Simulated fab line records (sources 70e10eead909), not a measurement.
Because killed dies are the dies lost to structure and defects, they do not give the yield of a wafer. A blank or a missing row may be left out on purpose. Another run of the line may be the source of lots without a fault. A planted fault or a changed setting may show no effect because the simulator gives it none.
Struck lot and sound lot, side by side | flow nandHarc | 14 steps out of a route of 1159
Sound: the wafers L392.4, L392.5, L392.6. Wafers L380.3, L380.4, L380.6 were the ones struck. The cause is named last.
Order at every step that has rows: each side's tool, ch and its chambers, its first start. Under that, the readings that differ: sound wafers | struck wafers | difference of the means | sigmas: that difference in standard deviations of wafers without a fault.
alike: readings with means less than 2 such deviations apart, plus words and numbers identical on both sides. not compared: withheld readings, readings lacking a value on some wafer, bounds such as >300 that could conceal the same value, and numbers that have no deviation in the record and whose values overlap.
A row with sigmas, a row that says differs or no value, or rows on one side alone: a step with any of these is where the two part. When numbers do not overlap yet have no deviation, they are printed without sigmas and do not part them. A reading that every wafer of one side lacks parts them only if that side has two wafers or more.

first, 1 step without rows for these wafers: NHARC_A_STAIRCASE_DESCUM_291 (chemistry O2, time 3 s).
NHARC_A_STAIRCASE_ETCH_292: etches the open film in CF4/CHF3.
  sound on rieDiel-12 ch 0,2,3, day 15 22:19; struck on rieDiel-12 ch 1,3, day 13 14:50
  alike: drypumpMotorCurrentA, oesProductAu, rfVppV, showerheadPlenumPTorr, throttleValvePct
  not compared: rfHoursCounterH
NHARC_A_STAIRCASE_HM_OPEN_460: chemistry O2/COS.
  sound: rieDiel-12 ch 0,2,3; struck: rieDiel-12 ch 0,1,3
  alike: drypumpMotorCurrentA, oesProductAu, rfVppV, showerheadPlenumPTorr, throttleValvePct
  not compared: rfHoursCounterH
then, 1 step without rows for these wafers: NHARC_A_STAIRCASE_STRIP_461 (strips in O2/COS).
NHARC_A_STAIRCASE_ETCH_452: etches the open film in CF4/O2, target depth 30 nm, overetch 3 nm, time 16.5 s.
  sound: rieDiel-12 ch 2,3; struck: rieDiel-12 ch 0,2,3
  alike: drypumpMotorCurrentA, oesProductAu, rfVppV, showerheadPlenumPTorr, throttleValvePct
  not compared: rfHoursCounterH
NHARC_A_STAIRCASE_ETCH_294: etches the open film in C4F8/O2/Ar, target depth 4992 nm, time 1212.4 s.
  sound: rieDiel-12 ch 2,3; struck: rieDiel-12 ch 0,2,3
  alike: oesProductAu, rfVppV
  not compared: rfHoursCounterH
NHARC_A_STAIRCASE_STRIP_295: strips in O2.
  sound: rieDiel-12 ch 0,1; struck: rieDiel-12 ch 1,2,3
  alike: drypumpMotorCurrentA, oesProductAu, rfVppV, showerheadPlenumPTorr, throttleValvePct
  not compared: rfHoursCounterH
then, 4 steps without rows for these wafers: NHARC_A_STAIRCASE_STRIP_296 (strips in SPM, time 900 s); NHARC_A_STAIRCASE_PRECLEAN_297 (cleans in SC1); NHARC_A_STAIRCASE_SRD_298; NHARC_A_STAIRCASE_HM_DEP_462 (deposits aC, target thk 800 nm).
NHARC_A_STAIRCASE_DEP_301: deposits SiON, target thk 30 nm.
  sound on pecvd-04 ch 0,1,2, day 16 02:56; struck on pecvd-04 ch 0,1,2, day 13 19:30
  no value came back on the struck wafers for chamberPressureTorr (Torr), heaterPowerOuterW (W), heaterPowerW (W); on the sound wafers chamberPressureTorr (Torr) reads 3.512 3.494 3.487
then, 1 step without rows for these wafers: NHARC_A_STAIRCASE_DEHYDRATE_302 (time 120 s).
-- record jumps: 9 days between struck wafers' starts before vs after; left off in module A_STAIRCASE, resumes in module END, first step shown is number 1159 of the route --
NHARC_END_SORT_01:
  at this point the record logs the struck wafers (prober-02 ch 0, day 22 08:42) and has no rows for the sound ones

## WHERE THEY PART
First at NHARC_A_STAIRCASE_DEP_301; last, within this record, at NHARC_END_SORT_01.

WHY: whatever the simulator had introduced
Entire step skipped (pecvd-04, NHARC_A_STAIRCASE_DEP_301), from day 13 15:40 onward. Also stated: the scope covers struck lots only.
